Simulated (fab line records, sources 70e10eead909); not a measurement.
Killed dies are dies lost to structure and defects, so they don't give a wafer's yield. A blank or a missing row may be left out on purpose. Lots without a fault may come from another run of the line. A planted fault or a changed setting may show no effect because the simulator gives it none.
Chamber matching | flow nand_harc | NHARC_P_M1_STRIP_18 on rie_diel-11: 4 sister chambers
The step strips in N2/H2. 18 wafers are shown with their chamber, then 9 later ones without.

WAFERS WITH THEIR CHAMBER
wafer  | chamber | drypump_motor_current_A (A) | rf_vpp_V (V) | oes_product_au (a.u.)
L281.4 | 0       | 6.0                         | 90.2         | 1.007
L281.5 | 0       | 6.0                         | 91.6         | 1.007
L281.6 | 3       | 5.8                         | 91.9         | 0.997
L283.1 | 2       | 6.3                         | 89.6         | 1.007
L283.2 | 3       | 5.8                         | 89.7         | 1.006
L283.6 | 1       | 5.0                         | 92.1         | 0.989
L284.1 | 3       | 5.8                         | 91.3         | 0.999
L284.2 | 1       | 5.0                         | 91.3         | 0.992
L284.5 | 0       | 6.0                         | 89.8         | 1.006
L287.2 | 0       | 5.9                         | 90.4         | 0.989
L287.3 | 1       | 5.0                         | 90.9         | 0.993
L287.6 | 2       | 6.3                         | 90.2         | 0.992
L286.1 | 3       | 5.8                         | 91.3         | 0.990
L286.3 | 0       | 5.9                         | 92.0         | 0.995
L286.6 | 2       | 6.4                         | 89.6         | 0.999
L293.1 | 1       | 5.0                         | 91.2         | 0.985
L293.2 | 0       | 6.0                         | 91.8         | 0.991
L293.4 | 3       | 5.8                         | 91.6         | 1.000

SIGNATURES (means of the wafers above)
reading                 | chamber 0 | chamber 1 | chamber 2 | chamber 3 | scatter within a chamber
drypump_motor_current_A | 5.967     | 5.000     | 6.333     | 5.800     | 0.0378
rf_vpp_V                | 90.967    | 91.375    | 89.800    | 91.160    | 0.773
oes_product_au          | 0.99917   | 0.98975   | 0.99933   | 0.99840   | 0.00677
Rule: a wafer's distance from a chamber is the root of the sum, over the readings, of the square of ((its reading less the chamber's mean) divided by the reading's scatter). The wafer belongs to the nearest chamber; if the next one is less than 2 further off, it can't be placed. The scatter: the root of (the sum of the squares of (reading less its chamber's mean) over the shown wafers, divided by (wafers less chambers)).

WAFERS WITHOUT THEIR CHAMBER
wafer  | drypump_motor_current_A (A) | rf_vpp_V (V) | oes_product_au (a.u.)
L296.1 | 6.3                         | 89.3         | 1.007
L296.4 | 6.0                         | 91.4         | 0.988
L296.5 | 6.0                         | 91.1         | 0.999
L300.1 | 5.8                         | 91.2         | 1.002
L300.3 | 6.0                         | 89.9         | 0.987
L300.4 | 5.0                         | 92.1         | 0.986
L303.2 | 6.3                         | 90.5         | 1.005
L303.5 | 5.0                         | 91.2         | 0.989
L303.6 | 6.3                         | 89.4         | 1.013

WHICH CHAMBER EACH WENT THROUGH
wafer  | from the rows above | in truth
L296.1 | 2                   | 2
L296.4 | 0                   | 0
L296.5 | 0                   | 0
L300.1 | 3                   | 3
L300.3 | 0                   | 0
L300.4 | 1                   | 1
L303.2 | 2                   | 2
L303.5 | 1                   | 1
L303.6 | 2                   | 2
Placed correctly: 9 of 9. Can't be placed from these rows: 0. Placed wrongly: 0.
